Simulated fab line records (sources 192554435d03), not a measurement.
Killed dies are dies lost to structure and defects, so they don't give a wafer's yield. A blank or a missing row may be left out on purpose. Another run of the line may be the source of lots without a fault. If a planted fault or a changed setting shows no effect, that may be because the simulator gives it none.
Lot-split experiment :: flow n5Finfet :: 21 wafers read across 7 lots, on a route 1938 steps long

ON THE SPLIT
At N5_ZERO_LAYER_PECVD_02 (deposits SiO2 from SiH4/N2O, target thk 10 nm, time 6 s), the setting timeS was moved away from the recipe's 6 s on 7 of the 21 wafers read, by -8.5% to +8.1%. This setting was run at the recipe's value on the other wafers.

The reading comes from the split's own step.

THE READING
SiO2_of_ZERO_LAYER_PECVD_02.thkNm (the simulator's own value, which no gauge read), in nm, at N5_ZERO_LAYER_PECVD_02 (deposits SiO2 from SiH4/N2O, target thk 10 nm, time 6 s). The file does not state a usual value for it. Here, 14 wafers ran the recipe; their average is 9.965 nm with a standard deviation of 0.2 nm.

wafer: L075.1
tool, chamber at the split: pecvd-02, 2
timeS as run, s: 6
against the recipe: recipe
SiO2_of_ZERO_LAYER_PECVD_02.thkNm, nm: 9.77
against lot-mates on the recipe: -

wafer: L075.3
tool, chamber at the split: pecvd-02, 0
timeS as run, s: 6
against the recipe: recipe
SiO2_of_ZERO_LAYER_PECVD_02.thkNm, nm: 9.822
against lot-mates on the recipe: -

wafer: L075.4
tool, chamber at the split: pecvd-02, 2
timeS as run, s: 6
against the recipe: recipe
SiO2_of_ZERO_LAYER_PECVD_02.thkNm, nm: 10.07
against lot-mates on the recipe: -

wafer: L076.1
tool, chamber at the split: pecvd-02, 1
timeS as run, s: 6
against the recipe: recipe
SiO2_of_ZERO_LAYER_PECVD_02.thkNm, nm: 9.96
against lot-mates on the recipe: -

wafer: L076.2
tool, chamber at the split: pecvd-02, 0
timeS as run, s: 6
against the recipe: recipe
SiO2_of_ZERO_LAYER_PECVD_02.thkNm, nm: 9.652
against lot-mates on the recipe: -

wafer: L076.6
tool, chamber at the split: pecvd-02, 2
timeS as run, s: 6
against the recipe: recipe
SiO2_of_ZERO_LAYER_PECVD_02.thkNm, nm: 9.894
against lot-mates on the recipe: -

wafer: L077.2
tool, chamber at the split: pecvd-02, 2
timeS as run, s: 6
against the recipe: recipe
SiO2_of_ZERO_LAYER_PECVD_02.thkNm, nm: 9.912
against lot-mates on the recipe: -

wafer: L077.5
tool, chamber at the split: pecvd-02, 2
timeS as run, s: 6
against the recipe: recipe
SiO2_of_ZERO_LAYER_PECVD_02.thkNm, nm: 10.09
against lot-mates on the recipe: -

wafer: L077.6
tool, chamber at the split: pecvd-02, 0
timeS as run, s: 5.567
against the recipe: -7.2%
SiO2_of_ZERO_LAYER_PECVD_02.thkNm, nm: 9.386
against lot-mates on the recipe: -0.615

wafer: L080.4
tool, chamber at the split: pecvd-02, 1
timeS as run, s: 6.41
against the recipe: +6.8%
SiO2_of_ZERO_LAYER_PECVD_02.thkNm, nm: 10.72
against lot-mates on the recipe: +0.935

wafer: L080.5
tool, chamber at the split: pecvd-02, 0
timeS as run, s: 6.41
against the recipe: +6.8%
SiO2_of_ZERO_LAYER_PECVD_02.thkNm, nm: 10.75
against lot-mates on the recipe: +0.965

wafer: L080.6
tool, chamber at the split: pecvd-02, 2
timeS as run, s: 6
against the recipe: recipe
SiO2_of_ZERO_LAYER_PECVD_02.thkNm, nm: 9.785
against lot-mates on the recipe: -

wafer: L087.1
tool, chamber at the split: pecvd-03, 1
timeS as run, s: 6
against the recipe: recipe
SiO2_of_ZERO_LAYER_PECVD_02.thkNm, nm: 9.807
against lot-mates on the recipe: -

wafer: L087.2
tool, chamber at the split: pecvd-03, 0
timeS as run, s: 6.483
against the recipe: +8.1%
SiO2_of_ZERO_LAYER_PECVD_02.thkNm, nm: 10.58
against lot-mates on the recipe: +0.773

wafer: L087.4
tool, chamber at the split: pecvd-03, 0
timeS as run, s: 6.483
against the recipe: +8.1%
SiO2_of_ZERO_LAYER_PECVD_02.thkNm, nm: 10.78
against lot-mates on the recipe: +0.973

wafer: L089.2
tool, chamber at the split: pecvd-03, 0
timeS as run, s: 6
against the recipe: recipe
SiO2_of_ZERO_LAYER_PECVD_02.thkNm, nm: 10.08
against lot-mates on the recipe: -

wafer: L089.3
tool, chamber at the split: pecvd-03, 1
timeS as run, s: 6
against the recipe: recipe
SiO2_of_ZERO_LAYER_PECVD_02.thkNm, nm: 10.3
against lot-mates on the recipe: -

wafer: L089.5
tool, chamber at the split: pecvd-03, 1
timeS as run, s: 6
against the recipe: recipe
SiO2_of_ZERO_LAYER_PECVD_02.thkNm, nm: 10.42
against lot-mates on the recipe: -

wafer: L090.1
tool, chamber at the split: pecvd-01, 2
timeS as run, s: 5.49
against the recipe: -8.5%
SiO2_of_ZERO_LAYER_PECVD_02.thkNm, nm: 9.58
against lot-mates on the recipe: -0.372

wafer: L090.2
tool, chamber at the split: pecvd-01, 0
timeS as run, s: 6
against the recipe: recipe
SiO2_of_ZERO_LAYER_PECVD_02.thkNm, nm: 9.952
against lot-mates on the recipe: -

wafer: L090.4
tool, chamber at the split: pecvd-01, 0
timeS as run, s: 5.49
against the recipe: -8.5%
SiO2_of_ZERO_LAYER_PECVD_02.thkNm, nm: 9.269
against lot-mates on the recipe: -0.683

FIT RESULTS
A straight line over all 21 wafers: SiO2_of_ZERO_LAYER_PECVD_02.thkNm changes by +0.0838 nm for each +1% of timeS; r = +0.89; the points scatter about the line by 0.2 nm.
The same after taking each lot's own level away (the mean of its wafers on the recipe; 21 wafers): +0.0955 nm for each +1%; r = +0.94; scatter 0.16 nm.
On that fit, the largest move of timeS shifts the reading by 0.81 nm.
Across the lots, their own levels run from 9.7850 to 10.2667 nm, a range of 2.4 times the standard deviation given above.
So the slope is not independent of the lot-to-lot level: the two fits are not the same.
Check: -0.854 nm against its lot-mates is what the line predicts for one of the wafers moved furthest among these (-8.5%) when that wafer is left out of the fit. Against them it came out at -0.372 nm.

FILE'S OWN FIT
SiO2_of_ZERO_LAYER_PECVD_02.thkNm changes by +0.0952 nm for each +1% of timeS, r = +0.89.
